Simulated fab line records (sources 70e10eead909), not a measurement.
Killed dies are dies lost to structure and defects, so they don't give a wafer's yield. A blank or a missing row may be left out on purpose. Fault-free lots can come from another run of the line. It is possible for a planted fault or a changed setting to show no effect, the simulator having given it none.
fab line records	flow nand_harc
record lots=6	wafers=18	last_day=33
route steps=1302 shown A_BONDPAD@1208 END@1302
lots untouched by any fault: they come from a run of this same line in which no faults occurred
start_h: the number of hours between the record's first day and the start of the first shown wafer of the lot	wait_h: hours from the lot's prior step to this one	" same as the row above	L1.1+2: a single row standing in for several wafers	- value missing, or start not given	* or withheld: withheld	< > ~ a bound
route shown NAME@n: names a module that has steps shown in the file, with the first one's number in the route	usual: mean/standard deviation taken from wafers without a fault	same: alike in all rows	chamber/n: place in a boat	sites: each site's reading	_std_site: the standard deviation of these	_edge_site: outer sites' mean less inner sites'	radius_mm: how far each site lies from the wafer's centre	mask NAME#n: copy n	behind: the last tool/chamber to shape the wafer	hold: reason for holding the lot/hours on hold/outcome of the hold	device: transistor that didn't switch, given as n, p or np	end of line: at the end of the route, the tests of the same wafers	a step given without rows: its recipe and nothing more	killed: the dies lost at the first sort to structure and to defects; this is not the yield of the wafer	map: a wafer's dies, marking killed ones x, the rest . and places with no die _
set.NAME: the setting the step ran with; set.NAME@STEP: the setting that earlier step ran with	model.NAME: the simulator's own value behind a step, which no gauge read
lots seen at some steps along the route; tables by step, rows by wafer
services: a tool's chamber out of use, with start hour (start_h, from the record's first day; less than 0 if before it), hours out, and reason
## steps
# step NHARC_A_BONDPAD_COAT_33
# recipe temp_c=200	time_s=65
# step NHARC_A_BONDPAD_COAT_03
# recipe spin_rpm=2000	resist_thk_nm=600
# step NHARC_A_BONDPAD_SOFTBAKE_04
# recipe temp_c=125	time_s=70
# step NHARC_A_BONDPAD_EBR_05
# step NHARC_A_BONDPAD_EXPOSE_06
# recipe na=0.55	dose_mj=36.99	mask_id=A_BPAD
# step NHARC_A_BONDPAD_PEB_07
# recipe peb_temp_c=128	peb_time_s=80
# step NHARC_A_BONDPAD_DEVELOP_08
# recipe time_s=50	dev_temp_c=22
# step NHARC_A_BONDPAD_CD_MEAS_09
# recipe target_cd_nm=500	landing_energy_ev=500
# usual cd_nm=499.6/2.1
lot.wafer	tool	chamber	start_h	wait_h	cd_nm
L885.3	cd_sem-02	0	538.00	-	498.9
L885.5	"	0	"	"	497.3
L885.6	"	0	"	"	497.7
L886.1	cd_sem-03	0	553.70	-	498.9
L886.2	"	0	"	"	498.4
L886.6	"	0	"	"	502.1
L893.1	cd_sem-01	0	645.33	-	501.5
L893.2	"	0	"	"	499.4
L893.4	"	0	"	"	501.7
L894.1	cd_sem-03	0	650.29	-	501.4
L894.2	"	0	"	"	497.6
L894.6	"	0	"	"	499.5
L904.1	cd_sem-03	0	740.45	-	498.9
L904.3	"	0	"	"	498.7
L904.6	"	0	"	"	498.5
L906.1	cd_sem-02	0	759.51	-	502.2
L906.4	"	0	"	"	500.9
L906.5	"	0	"	"	502.7
# step NHARC_A_BONDPAD_OVL_MEAS_35
# usual overlay_x_nm=0/6.3	overlay_y_nm=0/6.2
lot.wafer	tool	chamber	start_h	wait_h	overlay_x_nm	overlay_y_nm
L885.3	overlay-01	-	538.09	-	-1	0
L885.5	"	-	"	"	-1	-1
L885.6	"	-	"	"	-1	0
L886.1	overlay-01	-	553.78	-	-1	9
L886.2	"	-	"	"	0	9
L886.6	"	-	"	"	0	9
L893.1	overlay-01	-	645.42	-	4	3
L893.2	"	-	"	"	3	3
L893.4	"	-	"	"	4	2
L894.1	overlay-01	-	650.38	-	8	0
L894.2	"	-	"	"	8	0
L894.6	"	-	"	"	8	0
L904.1	overlay-02	-	740.54	-	-1	3
L904.3	"	-	"	"	-1	3
L904.6	"	-	"	"	-1	3
L906.1	overlay-02	-	759.60	-	0	7
L906.4	"	-	"	"	0	7
L906.5	"	-	"	"	0	7
# step NHARC_A_BONDPAD_HARDBAKE_10
# recipe temp_c=118	time_s=65
# step NHARC_A_BONDPAD_DESCUM_11
# recipe time_s=3	o2_flow_sccm=200	ar_flow_sccm=0	bias_power_w=0	chemistry=O2
# usual drypump_motor_current_A=6.0/0.37	oes_product_au=1.000/0.0091	rf_vpp_V=57.9/0.84	showerhead_plenum_p_Torr=1.90/0.048	throttle_valve_pct=11.314/0.009
# same time_s=3
lot.wafer	tool	chamber	start_h	wait_h	drypump_motor_current_A	oes_product_au	rf_hours_counter_h	rf_vpp_V	showerhead_plenum_p_Torr	throttle_valve_pct
L885.3	rie_diel-09	2	538.23	-	6.6	1.004	0	58.7	1.87	11.308
L885.6	"	3	"	"	6.0	0.996	-	56.8	1.88	11.307
L885.5	"	0	"	"	5.9	1.005	-	58.2	1.95	11.310
L886.1	rie_diel-09	2	553.91	-	6.6	1.004	1	57.6	1.87	11.309
L886.2	"	1	"	"	5.9	0.991	1	58.4	1.90	11.313
L886.6	"	2	"	"	6.6	1.005	-	57.3	1.87	11.334
L893.4	rie_diel-09	3	645.54	-	6.1	1.004	3	58.5	1.88	11.318
L893.2	"	1	"	"	6.0	0.980	3	58.6	1.90	11.298
L893.1	"	2	"	"	6.6	1.014	3	57.8	1.87	11.315
L894.1	rie_diel-09	1	650.50	-	5.9	0.990	4	58.3	1.90	11.305
L894.2	"	3	"	"	6.0	1.009	4	58.2	1.88	11.336
L894.6	"	2	"	"	6.6	1.019	-	59.3	1.87	11.310
L904.1	rie_diel-09	2	740.67	-	6.6	1.013	2	58.0	1.87	11.327
L904.3	"	0	"	"	5.9	0.980	2	57.8	1.95	11.328
L904.6	"	2	"	"	6.6	1.000	-	57.7	1.87	11.307
L906.1	rie_diel-09	1	759.73	-	5.9	1.011	2	57.9	1.90	11.310
L906.4	"	3	"	"	6.0	1.008	2	57.5	1.88	11.319
L906.5	"	1	"	"	6.0	1.005	-	60.1	1.90	11.313
# step NHARC_A_BONDPAD_ETCH_34
# recipe target_depth_a=600	overetch_a=180	time_s=65.91	ion_energy_ev=200	n2_flow_sccm=150	h2_flow_sccm=150	ar_flow_sccm=0	rf_w=400	bias_w=150	chemistry=N2/H2
# usual drypump_motor_current_A=6.0/0.37	oes_product_au=1.001/0.0088	rf_vpp_V=430.2/1.6	run_length_s=87.2/0.59	showerhead_plenum_p_Torr=2.02/0.051	throttle_valve_pct=14.171/0.0077
# same time_s=65.91
lot.wafer	tool	chamber	start_h	wait_h	drypump_motor_current_A	oes_product_au	rf_hours_counter_h	rf_vpp_V	run_length_s	showerhead_plenum_p_Torr	throttle_valve_pct
L885.3	rie_diel-09	0	538.30	0.1	5.9	1.021	1	432.3	87.6	2.08	14.165
L885.5	"	3	"	"	6.1	1.005	-	429.5	87.6	2.01	14.168
L885.6	"	0	"	"	5.9	1.010	-	430.6	87.6	2.08	14.172
L886.2	rie_diel-09	0	554.01	0.1	5.9	1.009	1	432.1	87.7	2.08	14.175
L886.1	"	1	"	"	6.0	0.993	1	429.2	86.1	2.02	14.163
L886.6	"	3	"	"	6.0	0.997	-	430.7	87.9	2.01	14.168
L893.4	rie_diel-09	0	645.63	0.1	5.9	0.995	3	433.2	87.9	2.08	14.161
L893.1	"	1	"	"	5.9	0.998	3	430.4	86.1	2.02	14.181
L893.2	"	3	"	"	6.0	1.006	3	430.2	87.6	2.01	14.165
L894.2	rie_diel-09	2	650.59	0.1	6.6	1.005	4	429.3	86.8	1.99	14.170
L894.1	"	0	"	"	5.9	1.011	4	431.9	88.2	2.08	14.182
L894.6	"	2	"	"	6.6	1.004	-	428.7	86.8	1.99	14.186
L904.1	rie_diel-09	1	740.74	0.1	5.9	1.011	2	429.6	86.0	2.02	14.177
L904.3	"	2	"	"	6.6	1.009	2	430.4	86.9	1.99	14.186
L904.6	"	1	"	"	5.9	1.017	-	430.3	86.4	2.02	14.176
L906.1	rie_diel-09	2	759.80	0.1	6.6	1.010	2	429.3	87.0	1.99	14.167
L906.4	"	3	"	"	6.0	1.001	2	430.6	87.5	2.01	14.175
L906.5	"	2	"	"	6.6	1.006	-	429.9	86.6	1.99	14.160
# step NHARC_A_BONDPAD_ETCH_12
# recipe target_depth_a=2200	time_s=110	chf3_flow_sccm=50	o2_flow_sccm=10	ar_flow_sccm=200	rf_w=500	bias_w=200	chemistry=CHF3/O2
# usual drypump_motor_current_A=6.0/0.38	oes_product_au=0.951/0.023	rf_vpp_V=370.3/1.4	run_length_s=131.2/0.61	showerhead_plenum_p_Torr=2.38/0.054	throttle_valve_pct=20.573/0.0085
lot.wafer	tool	chamber	start_h	wait_h	drypump_motor_current_A	oes_product_au	rf_hours_counter_h	rf_vpp_V	run_length_s	showerhead_plenum_p_Torr	throttle_valve_pct
L885.3	rie_diel-09	2	538.39	-	6.6	0.979	1	370.3	131.0	2.35	20.575
L885.5	"	1	"	"	6.0	0.953	-	371.9	130.5	2.39	20.561
L885.6	"	2	"	"	6.6	0.974	-	370.5	130.8	2.35	20.568
L886.1	rie_diel-09	1	554.09	-	6.0	0.976	1	370.6	130.5	2.39	20.570
L886.2	"	2	"	"	6.6	0.969	1	370.4	131.2	2.35	20.576
L886.6	"	0	"	"	5.9	0.968	-	372.6	131.7	2.45	20.570
L893.2	rie_diel-09	2	645.72	-	6.6	0.989	4	370.6	116.8	2.35	20.560
L893.4	"	3	"	"	6.1	0.963	3	369.9	117.6	2.37	20.553
L893.1	"	0	"	"	5.8	0.969	3	372.0	118.2	2.45	20.575
L894.1	rie_diel-09	1	650.68	-	6.0	0.952	4	370.1	116.7	2.38	20.560
L894.2	"	2	"	"	6.6	0.976	4	370.8	117.1	2.35	20.553
L894.6	"	2	"	"	6.6	0.981	-	368.3	116.9	2.35	20.563
L904.1	rie_diel-09	1	740.84	-	6.0	0.965	2	370.7	130.3	2.38	20.577
L904.3	"	0	"	"	5.9	0.968	2	373.7	131.6	2.44	20.569
L904.6	"	2	"	"	6.6	0.961	-	369.5	131.1	2.35	20.568
L906.4	rie_diel-09	3	759.91	-	6.0	0.931	2	371.0	131.4	2.37	20.574
L906.1	"	1	"	"	6.0	0.932	2	369.9	130.5	2.38	20.582
L906.5	"	2	"	"	6.6	0.936	-	370.4	131.1	2.35	20.578
# step NHARC_A_BONDPAD_CD_MEAS_13
# usual cd_nm=499.3/2.2
lot.wafer	tool	chamber	start_h	wait_h	cd_nm
L885.3	cd_sem-03	-	538.53	-	499.2
L885.5	"	-	"	"	496.8
L885.6	"	-	"	"	497.6
L886.1	cd_sem-03	-	554.22	-	499.2
L886.2	"	-	"	"	499.7
L886.6	"	-	"	"	503.2
L893.1	cd_sem-02	-	645.86	-	501.0
L893.2	"	-	"	"	499.5
L893.4	"	-	"	"	502.2
L894.1	cd_sem-02	-	650.82	-	500.5
L894.2	"	-	"	"	498.0
L894.6	"	-	"	"	499.6
L904.1	cd_sem-01	-	740.98	-	498.5
L904.3	"	-	"	"	498.0
L904.6	"	-	"	"	498.4
L906.1	cd_sem-02	-	760.04	-	501.9
L906.4	"	-	"	"	501.1
L906.5	"	-	"	"	504.1
# step NHARC_END_SORT_01
# recipe temp_c=25
# usual defect_limited_yield=91.1/2.9	killed_at_array=55/19	killed_at_other=0.8/1.1	killed_at_periphery=4.0/2.6	killed_dies=60/20	killed_open=3.4/1.7	killed_short=2.6/1.5
# same gross_dies=677
lot.wafer	tool	chamber	start_h	wait_h	defect_limited_yield[%]	killed_at_array	killed_at_other	killed_at_periphery	killed_dies	killed_open	killed_short
L885.3	prober-02	0	572.83	3.1	87.4	84	0	1	85	2	4
L885.5	prober-02	0	574.41	3.7	89.1	66	0	8	74	4	4
L885.6	prober-02	0	575.21	4.0	88.9	68	2	5	75	5	3
L886.1	prober-01	0	581.85	2.5	90.5	60	0	4	64	5	5
L886.2	prober-01	0	582.65	2.8	93.5	43	1	0	44	1	4
L886.6	prober-01	0	585.85	4.0	92.8	47	0	2	49	4	1
L893.1	prober-02	0	674.59	2.5	0.6	671	0	2	673	5	2
L893.2	prober-02	0	675.41	2.8	0.4	673	0	1	674	8	2
L893.4	prober-02	0	677.05	3.5	0.4	673	0	1	674	1	2
L894.1	prober-02	0	682.49	2.5	0.3	672	0	3	675	4	1
L894.2	prober-02	0	683.28	2.8	0.7	667	1	4	672	4	2
L894.6	prober-02	0	686.43	3.9	0.7	669	1	2	672	4	4
L904.1	prober-01	0	773.22	2.5	91.1	51	0	9	60	4	3
L904.3	prober-01	0	774.81	3.1	90.0	57	2	9	68	4	3
L904.6	prober-01	0	777.20	4.0	91.9	43	4	8	55	3	2
L906.1	prober-02	0	790.95	2.5	94.2	34	3	2	39	9	2
L906.4	prober-02	0	793.36	3.4	93.2	42	2	2	46	3	4
L906.5	prober-02	0	794.17	3.7	92.5	48	0	3	51	5	1
# killed by level:class
L885.3 A_CHANNEL_HOLE_D1:chamber_film_flake=30 A_SLIT:chamber_film_flake=27 A_CHANNEL_HOLE_D2:chamber_film_flake=9 A_CONTACT:chamber_film_flake=6 A_M0:geometric_particle:open=2 A_STAIRCASE:chamber_film_flake=2 A_WL_FILL:chamber_film_flake=2 A_ONON_D1:geometric_particle:short=1
L885.5 A_CHANNEL_HOLE_D1:chamber_film_flake=30 A_SLIT:chamber_film_flake=24 P_GATE:chamber_film_flake=5 A_ZERO_WELL:chamber_film_flake=3 P_CONTACT:geometric_particle:open=2 A_WL_FILL:geometric_particle:short=2 A_CONTACT:chamber_film_flake=2 P_CONTACT:geometric_particle:short=1
L885.6 A_SLIT:chamber_film_flake=26 A_CHANNEL_HOLE_D1:chamber_film_flake=24 A_CHANNEL_HOLE_D2:chamber_film_flake=7 A_CONTACT:chamber_film_flake=3 A_SGD_CUT:chamber_film_flake=2 THIN_TSV:chamber_film_flake=2 P_STI:geometric_particle:open=1 P_GATE:geometric_particle:open=1
L886.1 A_CHANNEL_HOLE_D1:chamber_film_flake=36 A_CHANNEL_HOLE_D2:chamber_film_flake=9 A_CHANNEL_FILL_D2:geometric_particle:short=3 P_GATE:chamber_film_flake=2 A_STAIRCASE:chamber_film_flake=2 A_WL_FILL:chamber_film_flake=2 P_CONTACT:geometric_particle:open=1 P_M0:geometric_particle:open=1
L886.2 A_CHANNEL_HOLE_D1:chamber_film_flake=23 A_CHANNEL_HOLE_D2:chamber_film_flake=9 A_STAIRCASE:chamber_film_flake=2 A_WL_FILL:chamber_film_flake=2 A_ONON_D1:geometric_particle:short=1 A_ONON_D2:geometric_particle:short=1 A_CHANNEL_FILL_D2:geometric_particle:open=1 A_WL_FILL:geometric_particle:short=1
L886.6 A_CHANNEL_HOLE_D1:chamber_film_flake=31 A_CHANNEL_HOLE_D2:chamber_film_flake=8 P_CONTACT:geometric_particle:open=1 P_M0:geometric_particle:open=1 A_ONON_D1:geometric_particle:open=1 A_SGD_CUT:geometric_particle:short=1 A_CONTACT:geometric_particle:open=1 A_CHANNEL_FILL_D1:chamber_film_flake=1
L893.1 A_BONDPAD:area_etch=622 A_CHANNEL_HOLE_D1:chamber_film_flake=27 A_STAIRCASE:chamber_film_flake=8 A_CHANNEL_HOLE_D2:chamber_film_flake=5 A_WL_FILL:chamber_film_flake=2 A_CHANNEL_FILL_D1:geometric_particle:open=1 A_ONON_D2:geometric_particle:open=1 A_ONON_D2:geometric_particle:short=1
L893.2 A_BONDPAD:area_etch=605 A_CHANNEL_HOLE_D1:chamber_film_flake=32 A_STAIRCASE:chamber_film_flake=12 A_CHANNEL_HOLE_D2:chamber_film_flake=10 A_M0:geometric_particle:open=3 A_SGD_CUT:chamber_film_flake=3 A_SOURCE_PLATE:geometric_particle:open=2 A_CHANNEL_FILL_D1:chamber_film_flake=2
L893.4 A_BONDPAD:area_etch=627 A_CHANNEL_HOLE_D1:chamber_film_flake=26 A_STAIRCASE:chamber_film_flake=8 A_SGD_CUT:chamber_film_flake=2 A_CHANNEL_HOLE_D2:chamber_film_flake=2 A_SLIT:chamber_film_flake=2 A_CHANNEL_FILL_D1:geometric_particle:short=1 A_ONON_D2:geometric_particle:short=1
L894.1 A_BONDPAD:area_etch=634 A_CHANNEL_HOLE_D2:chamber_film_flake=11 A_STAIRCASE:chamber_film_flake=6 A_CHANNEL_HOLE_D1:chamber_film_flake=5 A_CONTACT:chamber_film_flake=5 A_SLIT:chamber_film_flake=4 A_M1:chamber_film_flake=3 P_GATE:geometric_particle:open=1
L894.2 A_BONDPAD:area_etch=624 A_CHANNEL_HOLE_D2:chamber_film_flake=18 A_STAIRCASE:chamber_film_flake=7 A_CONTACT:chamber_film_flake=6 A_CHANNEL_HOLE_D1:chamber_film_flake=4 A_M1:chamber_film_flake=2 P_GATE:geometric_particle:open=1 P_CONTACT:geometric_particle:short=1
L894.6 A_BONDPAD:area_etch=629 A_CHANNEL_HOLE_D2:chamber_film_flake=18 A_CONTACT:chamber_film_flake=6 A_M1:chamber_film_flake=3 A_CHANNEL_HOLE_D1:chamber_film_flake=2 A_STAIRCASE:chamber_film_flake=2 A_SLIT:chamber_film_flake=2 P_GATE:geometric_particle:open=1
L904.1 A_SLIT:chamber_film_flake=30 A_CONTACT:chamber_film_flake=7 P_STI:chamber_film_flake=6 P_M0:geometric_particle:open=2 A_ZERO_WELL:chamber_film_flake=2 A_CHANNEL_HOLE_D1:unspecified=2 A_WL_FILL:chamber_film_flake=2 A_CHANNEL_HOLE_D1:geometric_particle:short=1
L904.3 A_SLIT:chamber_film_flake=35 A_CONTACT:chamber_film_flake=12 P_STI:chamber_film_flake=5 P_GATE:chamber_film_flake=2 THIN_TSV:chamber_film_flake=2 P_GATE:geometric_particle:open=1 P_M0:geometric_particle:open=1 A_CHANNEL_HOLE_D1:geometric_particle:short=1
L904.6 A_SLIT:chamber_film_flake=31 P_STI:chamber_film_flake=6 A_CONTACT:chamber_film_flake=4 THIN_TSV:chamber_film_flake=3 P_GATE:chamber_film_flake=2 A_CHANNEL_FILL_D1:geometric_particle:open=1 A_ONON_D2:geometric_particle:short=1 A_ONON_D2:geometric_particle:open=1
L906.1 A_CHANNEL_HOLE_D1:chamber_film_flake=11 A_SLIT:chamber_film_flake=8 A_CONTACT:chamber_film_flake=7 P_M1:geometric_particle:open=2 A_M0:geometric_particle:open=2 THIN_TSV:chamber_film_flake=2 A_CHANNEL_FILL_D1:geometric_particle:open=1 A_DECK1_JOINT:geometric_particle:short=1
L906.4 A_CHANNEL_HOLE_D1:chamber_film_flake=19 A_SLIT:chamber_film_flake=9 A_CONTACT:chamber_film_flake=7 THIN_TSV:chamber_film_flake=2 A_ONON_D1:geometric_particle:open=1 A_CHANNEL_HOLE_D1:geometric_particle:short=1 A_CHANNEL_HOLE_D1:geometric_particle:open=1 A_CHANNEL_FILL_D1:geometric_particle:short=1
L906.5 A_CHANNEL_HOLE_D1:chamber_film_flake=19 A_SLIT:chamber_film_flake=13 A_CONTACT:chamber_film_flake=9 P_CONTACT:geometric_particle:open=1 P_M0:geometric_particle:open=1 A_CHANNEL_HOLE_D1:geometric_particle:open=1 A_CHANNEL_FILL_D1:geometric_particle:open=1 A_CHANNEL_FILL_D1:geometric_particle:short=1
# map L893.2 (x killed, . not)
____________x____________
_________xxxxxxx_________
_______xxxxxxxxxxx_______
______xxxxxxxxxxxxx______
_____xxxxxxxxxxxxxxx_____
____xxxxxxxxxxxxxxxxx____
____xxxxxxxxxxxxxxxxx____
___xxxxxxxxxxxxxxxxxxx___
___xxxxxxxxxxxxxxxxxxx___
__xxxxxxxxxxxxxxxxxxxxx__
__xxxxxxxxxxxxxxxxxxxxx__
_xxxxxxxxxxxxxxxxxxxxxxx_
_xxxxxxxxxxxxxxxxxxxxxxx_
_xxxxxxxxxxxxxxxxxxxxxxx_
_xxxxxxxxxxxxxxxxxxxxxxx_
_xxxxxxxxxxxxxxxxxxxxxxx_
xxxxxxxxxxxxxxxxxxxxxxxxx
xxxxxxxxxxxxxxxxxxxxxxxxx
xxxxxxxxxxxxxxxxxxxxxxxxx
xxxxxxxxxxxxxxxxxxxxxxxxx
xxxxxxxxxxxxxxxxxxxxxxxxx
_xxxxxxxxxxxxxxxxxxxxxxx_
_xxxxxxxxxxxxxxxxxxxxxxx_
_xxxxxxxxxxxxxxxxxxxxxxx_
_xxxxxxxxxxxxxxxxxxxxxxx_
_xxxxxxxxxxxxxxxxxxxxxxx_
__xxxxxxxxxxxxxxxxxxxxx__
__xxxxxxxxxxxxxxxxxxxxx__
___xxxxxxxxxxxxxxxxxxx___
___xxxxxxxxxxxxxxxxxxx___
____xxxxxxxxxxxxxxxxx____
____xxxxxxxxxxxxxxxxx____
_____.xx.xxxxxxxxxxx_____
______xxxxxxxxxxxxx______
_______.xxxxxxxxxx_______
_________xxxxxxx_________
____________x____________
# map L894.1 (x killed, . not)
____________x____________
_________xxxxxxx_________
_______xxxxxxxxxxx_______
______xxxxxxxxxxxxx______
_____xxxxxxxxxxxxxxx_____
____xxxxxxxxxxxxxxxxx____
____xxxxxxxxxxxxxxxxx____
___xxxxxxxxxxxxxxxxxxx___
___xxxxxxxxxxxxxxxxxxx___
__xxxxxxxxxxxxxxxxxxxxx__
__xxxxxxxxxxxxxxxxxxxxx__
_xxxxxxxxxxxxxxxxxxxxxxx_
_xxxxxxxxxxxxxxxxxxxxxxx_
_xxxxxxxxxxxxxxxxxxxxxxx_
_xxxxxxxxxxxxxxxxxxxxxxx_
_xxxxxxxxxxxxxxxxxxxxxxx_
xxxxxxxxxxxxxxxxxxxxxxxxx
xxxxxxxxxxxxxxxxxxxxxxxxx
xxxxxxxxxxxxxxxxxxxxxxxxx
xxxxxxxxxxxxxxxxxxxxxxxxx
xxxxxxxxxxxxxxxxxxxxxxxxx
_xxxxxxxxxxxxxxxxxxxxxxx_
_xxxxxxxxxxxxxxxxxxxxxxx_
_xxxxxxxxxxxxxxxxxxxxxxx_
_xxxxxxxxxxxxxxxxxxxxxxx_
_xxxxxxxxxxxxxxxxxxxxxxx_
__x.xxxxxxxxxxxxxxxxxxx__
__xxxxxxxxxxxxxxxxxxxxx__
___xxxxxxxxxxxxxxxxxxx___
___xxxxxxxxxxxxxxxxxx.___
____xxxxxxxxxxxxxxxxx____
____xxxxxxxxxxxxxxxxx____
_____xxxxxxxxxxxxxxx_____
______xxxxxxxxxxxxx______
_______xxxxxxxxxxx_______
_________xxxxxxx_________
____________x____________
## services
tool	chamber	start_h	hours	kind
rie_diel-09	0	530.60	-	clean
rie_diel-09	1	530.60	-	clean
rie_diel-09	2	530.60	-	clean
rie_diel-09	3	530.60	-	clean
rie_diel-09	-	536.53	0.7	repair
rie_diel-09	0	555.10	-	clean
rie_diel-09	1	555.10	-	clean
rie_diel-09	2	555.10	-	clean
rie_diel-09	3	555.10	-	clean
rie_diel-09	3	565.25	4.1	repair
rie_diel-09	0	579.60	-	clean
rie_diel-09	1	579.60	-	clean
rie_diel-09	2	579.60	-	clean
rie_diel-09	3	579.60	-	clean
rie_diel-09	0	604.10	-	clean
rie_diel-09	1	604.10	-	clean
rie_diel-09	2	604.10	-	clean
rie_diel-09	3	604.10	-	clean
rie_diel-09	-	609.91	2.6	repair
rie_diel-09	0	628.60	-	clean
rie_diel-09	1	628.60	-	clean
rie_diel-09	2	628.60	-	clean
rie_diel-09	-	674.10	9.0	pm
rie_diel-09	0	748.42	2.2	repair
## key
first_sign step=NHARC_A_BONDPAD_ETCH_12	reading=run_length_s	direction=down	sigmas=23	usual=*	struck=*
effect step=NHARC_END_SORT_01	reading=killed_at_array	direction=up	sigmas=32	usual=55	struck=671
more_kills_born_at NHARC_A_BONDPAD_ETCH_12@rie_diel-09=3741
met_at NHARC_A_BONDPAD_ETCH_12
struck_wafers L893.1,L893.2,L893.4,L894.1,L894.2,L894.6
later_rows_left_out L893.1,L893.2,L893.4,L894.1,L894.2,L894.6
onset_between 554.09 645.72
fault kind=process_parameter_drift	tool=rie_diel-09	chamber=-	onset_h=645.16	steps=NHARC_A_BONDPAD_ETCH_12	channel=time_s	offset=*	shape=step	end_h=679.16	acts_in=*	stated=*
# later_rows_left_out: the simulator's readings of these wafers behind a module that went badly wrong aren't trusted and aren't shown, but for the sort
